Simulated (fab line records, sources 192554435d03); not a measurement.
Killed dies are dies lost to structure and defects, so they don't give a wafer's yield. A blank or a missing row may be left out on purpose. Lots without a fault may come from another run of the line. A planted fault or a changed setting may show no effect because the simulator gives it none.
Split-lot experiment | flow n5_finfet | 7 lots, 21 wafers read, on a route of 1938 steps

THE SPLIT
At N5_BEOL_M4_DESCUM_16 (chemistry O2, time 7 s), the setting time_s was moved away from the recipe's 7 s on 5 of the 21 wafers read, by -8.2% to +16.2%. The other wafers ran this setting at the recipe's value.

FROM THE SPLIT TO THE READING: what the file shows between them, 1 step
- N5_BEOL_M4_ETCH_74: etches underlayer in N2/H2, target depth 6.5 nm, time 5.2 s

THE READING
CAR-EUV_of_BEOL_M4_COAT_05.thk_nm (the simulator's own value, which no gauge read), in nm, at N5_BEOL_M4_ETCH_63 (etches SiARC in CF4, target depth 15.6 nm, time 26 s). The file gives no usual value for it. The 16 wafers here that ran the recipe average 11.1 nm, standard deviation 0.12 nm.

wafer  | tool, chamber at the split | time_s as run, s | against the recipe | CAR-EUV_of_BEOL_M4_COAT_05.thk_nm, nm | against lot-mates on the recipe
L085.1 | rie_diel-03, 3,1           | 7                | recipe             | 11.2                                  | -
L085.2 | rie_diel-03, 0             | 6.427            | -8.2%              | 11.4                                  | +0.3
L085.6 | rie_diel-03, 3,1           | 7                | recipe             | 11                                    | -
L086.1 | rie_diel-04, 3,2           | 7.693            | +9.9%              | 10.6                                  | -0.6
L086.5 | rie_diel-04, 3,2           | 7.693            | +9.9%              | 10.6                                  | -0.6
L086.2 | rie_diel-04, 1             | 7                | recipe             | 11.2                                  | -
L088.1 | rie_diel-04, 1,3,2         | 7                | recipe             | 11                                    | -
L088.2 | rie_diel-04, 1,3,2         | 7                | recipe             | 11                                    | -
L088.3 | rie_diel-04, 1,3,2         | 7                | recipe             | 11                                    | -
L090.1 | rie_diel-04, 1,2,3         | 7                | recipe             | 11                                    | -
L090.3 | rie_diel-04, 1,2,3         | 7                | recipe             | 11                                    | -
L090.2 | rie_diel-04, 1,2,3         | 7                | recipe             | 11.2                                  | -
L091.3 | rie_diel-04, 1,3,1         | 7                | recipe             | 11                                    | -
L091.4 | rie_diel-04, 1,3,1         | 7                | recipe             | 11.2                                  | -
L091.6 | rie_diel-04, 1,3,1         | 7                | recipe             | 11.2                                  | -
L094.2 | rie_diel-04, 3,2,1         | 7                | recipe             | 11.2                                  | -
L094.5 | rie_diel-04, 3,2,1         | 7                | recipe             | 11                                    | -
L094.6 | rie_diel-04, 3,2,1         | 7                | recipe             | 11                                    | -
L096.3 | rie_diel-02, 2,0           | 8.133            | +16.2%             | 10.6                                  | -0.8
L096.4 | rie_diel-02, 2,0           | 8.133            | +16.2%             | 10.8                                  | -0.6
L096.5 | rie_diel-02, 0             | 7                | recipe             | 11.4                                  | -
Where a row lists several chambers, the file gives one row for several wafers and doesn't say which wafer went through which chamber.

THE FIT
A straight line over all 21 wafers: CAR-EUV_of_BEOL_M4_COAT_05.thk_nm changes by -0.0319 nm for each +1% of time_s; r = -0.82; the points scatter about the line by 0.14 nm.
The same after taking each lot's own level away (the mean of its wafers on the recipe; 21 wafers): -0.0463 nm for each +1%; r = -0.95; scatter 0.094 nm.
On that fit, the largest move of time_s shifts the reading by 0.75 nm.
The lots' own levels span 11.00 to 11.40 nm, that is 3.3 times the standard deviation above.
So the lot-to-lot level changes the slope: the two fits differ.
Check: with one of the wafers moved furthest among these (+16.2%) left out of the fit, the line predicts -0.743 nm for it against its lot-mates. It came out at -0.8 nm against them.

OTHER SPLITS ON THESE WAFERS
These wafers also went through other splits before the reading. Each is held against what the fit with the lots' levels taken away leaves over:
other split on the same wafers | wafers away from the commonest value | r with CAR-EUV_of_BEOL_M4_COAT_05.thk_nm (lot level and that fit taken away)
N5_BEOL_M2_DESCUM_33 time_s    | 7                                    | +0.50
N5_BEOL_M2_ETCH_69 bias_w      | 7                                    | -0.24
N5_BEOL_M3_COAT_61 spin_rpm    | 8                                    | -0.04
N5_BEOL_M3_COAT_73 temp_c      | 6                                    | -0.29

THE WHOLE CHAIN: every reading that the file lists as answering this split, in the file's order
step               | what it does                                                | reading                                                                            | change (the file's fit)                | r (the file's)
N5_BEOL_M4_ETCH_74 | etches underlayer in N2/H2, target depth 6.5 nm, time 5.2 s | CAR-EUV_of_BEOL_M4_COAT_05.thk_nm (the simulator's own value, which no gauge read) | -0.0378 nm for each +1% of the setting | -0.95
N5_BEOL_M4_ETCH_63 | etches SiARC in CF4, target depth 15.6 nm, time 26 s        | CAR-EUV_of_BEOL_M4_COAT_05.thk_nm (the simulator's own value, which no gauge read) | -0.0462 nm for each +1% of the setting | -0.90

THE FILE'S OWN FIT
CAR-EUV_of_BEOL_M4_COAT_05.thk_nm changes by -0.0462 nm for each +1% of time_s, r = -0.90.
